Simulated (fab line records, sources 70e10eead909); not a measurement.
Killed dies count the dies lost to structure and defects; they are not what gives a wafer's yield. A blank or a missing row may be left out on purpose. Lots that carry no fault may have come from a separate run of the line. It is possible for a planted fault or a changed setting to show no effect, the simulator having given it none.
Which tool was responsible? + flow nand_harc + 14 lots with 42 wafers sampled at 4 steps, on a route of 1159 steps

== WHAT THE GAUGES READ, wafer by wafer ==
NHARC_A_CONTACT_CD_MEAS_42: target cd 200 nm. Usual: cd_nm 199.8 nm, standard deviation 0.7.
| lot  | measured     | on        | cd_nm (nm)        | flag |
|------|--------------|-----------|-------------------|------|
| L565 | day 16 04:17 | cd_sem-03 | 200.0 199.6 199.9 |      |
| L563 | day 16 09:56 | cd_sem-01 | 200.1 200.6 200.2 |      |
| L564 | day 16 09:58 | cd_sem-02 | 199.4 199.2 199.0 |      |
| L566 | day 16 15:19 | cd_sem-03 | 199.7 199.5 200.3 |      |
| L569 | day 17 16:10 | cd_sem-03 | 199.6 199.3 200.0 |      |
| L571 | day 18 07:42 | cd_sem-01 | 200.2 199.9 199.6 |      |
| L573 | day 18 19:54 | cd_sem-01 | 199.5 199.5 199.4 |      |
| L576 | day 19 02:07 | cd_sem-01 | 198.7 199.6 198.4 |      |
| L578 | day 19 16:58 | cd_sem-01 | 199.6 198.8 199.8 |      |
| L581 | day 20 06:26 | cd_sem-03 | 200.7 201.1 200.1 |      |
| L582 | day 20 23:44 | cd_sem-01 | 200.2 199.8 199.5 |      |
| L584 | day 21 17:56 | cd_sem-01 | 200.1 199.7 199.5 |      |
| L586 | day 21 20:56 | cd_sem-03 | 201.2 200.9 200.8 |      |
| L585 | day 21 23:16 | cd_sem-03 | 198.8 199.7 199.4 |      |

NHARC_A_CONTACT_OVL_MEAS_43. Usual: overlay_x_nm 0.0 nm, standard deviation 0.66; overlay_y_nm 0.1 nm, standard deviation 0.9.
| lot  | measured     | on         | overlay_x_nm (nm) | overlay_y_nm (nm) | flag |
|------|--------------|------------|-------------------|-------------------|------|
| L565 | day 16 04:22 | overlay-01 | -0.2 0.5 0.1      | 0.4 0.3 1.0       |      |
| L563 | day 16 10:01 | overlay-02 | -0.3 -0.4 -0.4    | 0.6 0.2 0.6       |      |
| L564 | day 16 10:03 | overlay-01 | 0.4 0.0 0.3       | -0.6 0.2 -0.3     |      |
| L566 | day 16 15:24 | overlay-01 | -0.4 -0.4 -0.4    | 0.2 0.9 -0.2      |      |
| L569 | day 17 16:15 | overlay-02 | 0.2 0.4 0.0       | 0.3 0.4 1.0       |      |
| L571 | day 18 07:47 | overlay-02 | 0.8 0.7 1.7       | -0.9 -0.6 -1.0    |      |
| L573 | day 18 19:59 | overlay-01 | 0.8 0.8 1.0       | -0.1 -0.4 -0.5    |      |
| L576 | day 19 02:12 | overlay-01 | -0.7 -0.9 -0.6    | 0.4 0.8 0.6       |      |
| L578 | day 19 17:03 | overlay-01 | -0.6 -0.6 -0.7    | -2.3 -1.3 -2.0    |      |
| L581 | day 20 06:32 | overlay-02 | 0.0 0.5 0.2       | -0.8 -0.6 -0.5    |      |
| L582 | day 20 23:50 | overlay-02 | -0.3 -0.3 0.5     | 0.0 0.0 0.5       |      |
| L584 | day 21 18:02 | overlay-01 | -1.9 -1.5 -1.4    | -0.4 -0.1 -0.3    |      |
| L586 | day 21 21:02 | overlay-02 | 0.3 0.9 0.1       | -0.8 -0.6 -0.5    |      |
| L585 | day 21 23:20 | overlay-01 | 0.6 0.4 0.4       | 0.2 -0.4 0.2      |      |

== WHICH TOOL RAN EACH LOT (tool, then ch and the chambers of the sampled wafers, then the start) ==
| lot  | NHARC_A_CONTACT_DEP_28        | NHARC_A_CONTACT_SOFTBAKE_37       |
|------|-------------------------------|-----------------------------------|
| L565 | acl_dep-03 ch 0, day 16 01:21 | litho_track-01 ch 0, day 16 03:00 |
| L563 | acl_dep-03 ch 0, day 16 05:26 | litho_track-01 ch 0, day 16 07:00 |
| L564 | acl_dep-01 ch 0, day 16 07:43 | litho_track-04 ch 0, day 16 09:00 |
| L566 | acl_dep-03 ch 0, day 16 12:19 | litho_track-04 ch 0, day 16 14:00 |
| L569 | acl_dep-01 ch 0, day 17 13:22 | litho_track-01 ch 0, day 17 15:00 |
| L571 | acl_dep-02 ch 0, day 18 04:44 | litho_track-01 ch 0, day 18 07:00 |
| L573 | acl_dep-03 ch 0, day 18 17:43 | litho_track-04 ch 0, day 18 19:00 |
| L576 | acl_dep-03 ch 0, day 18 23:32 | litho_track-04 ch 0, day 19 01:00 |
| L578 | acl_dep-02 ch 0, day 19 15:04 | litho_track-04 ch 0, day 19 16:00 |
| L581 | acl_dep-02 ch 0, day 20 03:57 | litho_track-04 ch 0, day 20 06:00 |
| L582 | acl_dep-03 ch 0, day 20 20:44 | litho_track-04 ch 0, day 20 23:00 |
| L584 | acl_dep-01 ch 0, day 21 14:57 | litho_track-01 ch 0, day 21 17:00 |
| L586 | acl_dep-03 ch 0, day 21 18:08 | litho_track-01 ch 0, day 21 20:00 |
| L585 | acl_dep-03 ch 0, day 21 21:03 | litho_track-01 ch 0, day 21 22:00 |
- NHARC_A_CONTACT_DEP_28: deposits aC, target thk 3600 nm.
- NHARC_A_CONTACT_SOFTBAKE_37: time 55 s.

== AS READ BY THE TOOLS THEMSELVES (means over the sampled wafers that have a number; for cases with no such wafer, the mark the record gives instead) ==
NHARC_A_CONTACT_DEP_28. Usual: throttle_valve_pct 35.001 %, standard deviation 0.0078.
| lot  | tool       | throttle_valve_pct (%) | flag |
|------|------------|------------------------|------|
| L565 | acl_dep-03 | 35.001                 |      |
| L563 | acl_dep-03 | 34.999                 |      |
| L564 | acl_dep-01 | 34.998                 |      |
| L566 | acl_dep-03 | 34.997                 |      |
| L569 | acl_dep-01 | 34.999                 |      |
| L571 | acl_dep-02 | 34.998                 |      |
| L573 | acl_dep-03 | 35.000                 |      |
| L576 | acl_dep-03 | 35.002                 |      |
| L578 | acl_dep-02 | 34.999                 |      |
| L581 | acl_dep-02 | 34.996                 |      |
| L582 | acl_dep-03 | 34.999                 |      |
| L584 | acl_dep-01 | 35.005                 |      |
| L586 | acl_dep-03 | 35.003                 |      |
| L585 | acl_dep-03 | 35.006                 |      |

NHARC_A_CONTACT_SOFTBAKE_37. Usual: heater_power_total_W 188.45 W, standard deviation 0.14.
| lot  | tool           | heater_power_total_W (W) | flag |
|------|----------------|--------------------------|------|
| L565 | litho_track-01 | 188.65                   |      |
| L563 | litho_track-01 | 188.39                   |      |
| L564 | litho_track-04 | 188.39                   |      |
| L566 | litho_track-04 | 188.36                   |      |
| L569 | litho_track-01 | 188.50                   |      |
| L571 | litho_track-01 | 188.52                   |      |
| L573 | litho_track-04 | 188.33                   |      |
| L576 | litho_track-04 | 188.48                   |      |
| L578 | litho_track-04 | 188.50                   |      |
| L581 | litho_track-04 | 314.84                   | OFF  |
| L582 | litho_track-04 | 314.68                   | OFF  |
| L584 | litho_track-01 | 188.53                   |      |
| L586 | litho_track-01 | 188.53                   |      |
| L585 | litho_track-01 | 188.38                   |      |

== THE ANSWER, worked out from the rows above alone ==
Rule: lot off if the mean of its wafers having a number is beyond 3 standard deviations from the usual mean. Also off: a lot with no number at a reading for which 4 or more lots have one. The other lots that the step has rows for count as sound. The gauges are gone through in route order, then the tools' own readings, and for those a lot's mean is taken as printed above. The first step at which some lot is off is used, and at that step the reading that is off furthest; a lot without a number counts as furthest.
Off: L581, L582 (NHARC_A_CONTACT_SOFTBAKE_37, heater_power_total_W).
A tool fits if, at that step or a process step before it, it ran every lot that is off, and no sound lot after the first of them. One fits: NHARC_A_CONTACT_SOFTBAKE_37 on litho_track-04. A fault onset in the window from L578 (day 19 16:00, its last sound lot) to L581 (day 20 06:00, its first lot off) fits.
On the lots that are off, the tool's own readings at NHARC_A_CONTACT_SOFTBAKE_37 differ by more than 5 times the standard deviation of the sound lots' means, which bears it out; heater_power_total_W reads 314.76 W there versus 188.46 W on the sound lots.

== WHAT THE SIMULATOR PUT IN ==
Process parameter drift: litho_track-04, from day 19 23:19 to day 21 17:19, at NHARC_A_CONTACT_SOFTBAKE_37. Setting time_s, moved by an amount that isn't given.
Shown lots that were struck: L581, L582. Same finding as the rule above.
